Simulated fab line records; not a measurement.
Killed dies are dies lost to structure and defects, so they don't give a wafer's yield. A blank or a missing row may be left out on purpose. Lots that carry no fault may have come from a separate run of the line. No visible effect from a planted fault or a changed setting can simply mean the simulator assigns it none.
Struck lot and sound lot, side by side | flow nand_harc | 15 out of 1302 route steps
Sound: these wafers, L979.2, L979.4, L979.6. Struck: wafer L102.6 (left out: L102.2, L102.4 of the same lot, which were not struck); the cause appears at the end.
Per side, at each step with rows, come the tool, then ch with its chambers, and then its first start. Under that, the readings that differ: sound wafers | struck wafers | difference of the means | sigmas: that difference in standard deviations of wafers without a fault.
alike: readings whose means differ by less than 2 such deviations, and words and numbers that are the same on both sides. not compared: withheld readings, readings that some wafer has no value for, bounds like >300 that may hide the same value, and numbers for which the record gives no deviation and whose values overlap.
A row with sigmas, a row that says differs or no value, or rows on one side alone: a step with any of these is where the two part. Numbers that don't overlap but have no deviation are shown without sigmas and don't part them. A reading that every wafer of one side lacks parts them only if that side has two wafers or more.

first, 1 step without rows for these wafers: NHARC_A_ONON_D1_DEP_00 (target thk 1000 nm).
NHARC_A_ONON_D1_THK_MEAS_02: measures by ellipsometry.
  sound on film_metro-01, day 7 19:41; struck on film_metro-02, day 17 09:59
  alike: thk_nm
then, 1 step without rows for these wafers: NHARC_A_ONON_D1_DEP_03 (target thk 1000 nm).
NHARC_A_ONON_D1_THK_MEAS_05: measures by ellipsometry.
  sound on film_metro-02, day 7 20:16; struck on film_metro-02, day 17 10:34
  alike: thk_nm
then, 1 step without rows for these wafers: NHARC_A_ONON_D1_DEP_06 (target thk 1000 nm).
NHARC_A_ONON_D1_THK_MEAS_08: measures by ellipsometry.
  sound on film_metro-02, day 7 20:50; struck on film_metro-01, day 17 11:07
  reading     | sound          | struck | difference | sigmas
  thk_nm (nm) | 1016 1015 1014 | 987    | -28        | -2
then, 1 step without rows for these wafers: NHARC_A_ONON_D1_DEP_09 (target thk 1000 nm).
NHARC_A_ONON_D1_THK_MEAS_11: measures by ellipsometry.
  sound on film_metro-02, day 7 21:23; struck on film_metro-02, day 17 11:41
  reading     | sound          | struck | difference | sigmas
  thk_nm (nm) | 1010 1009 1011 | 990    | -20        | -2
then, 1 step without rows for these wafers: NHARC_A_ONON_D1_DEP_12 (target thk 1000 nm).
NHARC_A_ONON_D1_THK_MEAS_14: measures by ellipsometry.
  sound on film_metro-01, day 7 21:58; struck on film_metro-02, day 17 12:16
  alike: thk_nm
then, 1 step without rows for these wafers: NHARC_A_ONON_D1_ANNEAL_15 (time 3600 s).
NHARC_A_ONON_D1_DEP_16: target thk 1000 nm.
  sound on pecvd_onon-04 ch 0, day 8 05:05; struck on pecvd_onon-03 ch 0, day 17 20:10
  alike: nh3_flow_sccm, sih4_flow_sccm
NHARC_A_ONON_D1_THK_MEAS_18: measures by ellipsometry.
  sound on film_metro-02, day 8 05:32; struck on film_metro-02, day 17 20:37
  reading     | sound       | struck | difference | sigmas
  thk_nm (nm) | 996 995 996 | 681    | -315       | -34
then, 1 step without rows for these wafers: NHARC_A_ONON_D1_DEP_19 (target thk 1000 nm).
-- jump in the record: it breaks off in module A_ONON_D1 and resumes in module END (first step shown: number 1302 of the route), and 17 days separate the struck wafers' starts before and after --
NHARC_END_SORT_01:
  only the struck wafers appear in the record here, on prober-02 ch 0 at day 34 15:43; the sound ones have no rows

WHERE THEY PART
First at NHARC_A_ONON_D1_THK_MEAS_08; last, within this record, at NHARC_END_SORT_01.

WHY: what had been put in by the simulator
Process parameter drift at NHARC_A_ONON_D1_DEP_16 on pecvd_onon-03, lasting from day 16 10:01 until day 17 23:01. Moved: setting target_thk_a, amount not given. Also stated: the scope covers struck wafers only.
